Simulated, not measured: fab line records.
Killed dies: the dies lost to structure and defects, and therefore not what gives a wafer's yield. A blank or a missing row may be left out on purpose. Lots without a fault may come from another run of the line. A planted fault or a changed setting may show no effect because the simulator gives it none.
Which tool is to blame? / flow nand-harc / 7 lots, 21 wafers sampled, at 4 steps of a route of 1159

== WHAT THE GAUGES SHOWED, per wafer ==
NHARC_P_CONTACT_CD_MEAS_12: target cd 90 nm.
lot=L968; measured=day 5 20:28; on=cd-sem-03; cd-nm (nm)=89.7 88.9 90.6
lot=L969; measured=day 5 21:45; on=cd-sem-01; cd-nm (nm)=89.2 89.1 89.0
lot=L971; measured=day 6 15:53; on=cd-sem-01; cd-nm (nm)=90.0 89.6 89.8
lot=L973; measured=day 7 05:43; on=cd-sem-01; cd-nm (nm)=89.5 90.3 90.0
lot=L981; measured=day 9 10:19; on=cd-sem-03; cd-nm (nm)=110.2 111.6 110.6
lot=L984; measured=day 10 01:34; on=cd-sem-03; cd-nm (nm)=91.7 91.1 90.5
lot=L986; measured=day 10 13:24; on=cd-sem-01; cd-nm (nm)=90.2 90.3 90.3

== WHICH TOOL RAN EACH LOT (tool, then ch and the chambers of the sampled wafers, then the start) ==
lot=L968; NHARC_P_GATE_STRIP_95=plasma-asher-01 ch 0,1, day 5 16:54; NHARC_P_CONTACT_DEP_00=pecvd-04 ch 0,1,2, day 5 20:23 or earlier; NHARC_P_CONTACT_PEB_10=litho-track-06 ch 0, day 5 20:23
lot=L969; NHARC_P_GATE_STRIP_95=plasma-asher-01 ch 0, day 5 17:57; NHARC_P_CONTACT_DEP_00=pecvd-01 ch 1,2, day 5 21:40 or earlier; NHARC_P_CONTACT_PEB_10=litho-track-01 ch 0, day 5 21:40
lot=L971; NHARC_P_GATE_STRIP_95=plasma-asher-01 ch 0,1, day 6 12:31; NHARC_P_CONTACT_DEP_00=pecvd-03 ch 0,2, day 6 15:49 or earlier; NHARC_P_CONTACT_PEB_10=litho-track-04 ch 0, day 6 15:49
lot=L973; NHARC_P_GATE_STRIP_95=plasma-asher-01 ch 0,1, day 7 02:11; NHARC_P_CONTACT_DEP_00=pecvd-03 ch 0,1,2, day 7 05:37 or earlier; NHARC_P_CONTACT_PEB_10=litho-track-04 ch 0, day 7 05:37
lot=L981; NHARC_P_GATE_STRIP_95=plasma-asher-02 ch 0, day 9 06:23; NHARC_P_CONTACT_DEP_00=pecvd-01 ch 0,1,2, day 9 10:14 or earlier; NHARC_P_CONTACT_PEB_10=litho-track-01 ch 0, day 9 10:14
lot=L984; NHARC_P_GATE_STRIP_95=plasma-asher-02 ch 0,1, day 9 22:14; NHARC_P_CONTACT_DEP_00=pecvd-04 ch 0,1,2, day 10 01:29 or earlier; NHARC_P_CONTACT_PEB_10=litho-track-04 ch 0, day 10 01:29
lot=L986; NHARC_P_GATE_STRIP_95=plasma-asher-02 ch 0,1, day 10 09:56; NHARC_P_CONTACT_DEP_00=pecvd-01 ch 0,2, day 10 13:19 or earlier; NHARC_P_CONTACT_PEB_10=litho-track-06 ch 0, day 10 13:19
- NHARC_P_GATE_STRIP_95: strips in O2.
- NHARC_P_CONTACT_DEP_00: deposits SiO2, target thk 500 nm.
- NHARC_P_CONTACT_PEB_10: peb time 65 s.

== THE ANSWER, worked out from the rows above alone ==
Rule: what is usual is taken from the lots themselves. Put in order of their means at a reading, lots are off if they are a third of the lots or fewer, leave a main group of 4 or more, and stand apart from it by a gap of 3 or more times the standard deviation of the main group's means; of several such gaps the widest counts. A main group whose means are all the same, to the digits that the tables above print for the reading, isn't used. Also off: a lot with no number at a reading for which 4 or more lots have one. The other lots that the step has rows for count as sound.
Off at NHARC_P_CONTACT_CD_MEAS_12 (cd-nm): L981. Mean 90.0 nm and standard deviation 0.61 in the main group.
If a tool, at a process step before that reading, ran all the lots that are off and no sound lot after the first of them, it fits. Those tools and the gauges at NHARC_P_CONTACT_CD_MEAS_12 are tried in the same way. Because NHARC_P_CONTACT_DEP_00 lacks a start for some lots, the hours and order of its lots are taken from NHARC_P_CONTACT_PEB_10. One candidate fits, namely litho-track-01 at NHARC_P_CONTACT_PEB_10. A fault onset in the window from L969 (day 5 21:40, its last sound lot) to L981 (day 9 10:14, its first lot off) fits.

== WHAT THE SIMULATOR PUT IN ==
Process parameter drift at NHARC_P_CONTACT_PEB_10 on litho-track-01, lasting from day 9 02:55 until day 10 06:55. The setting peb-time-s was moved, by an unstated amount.
Lots struck among those shown: L981. Same finding as the rule above.
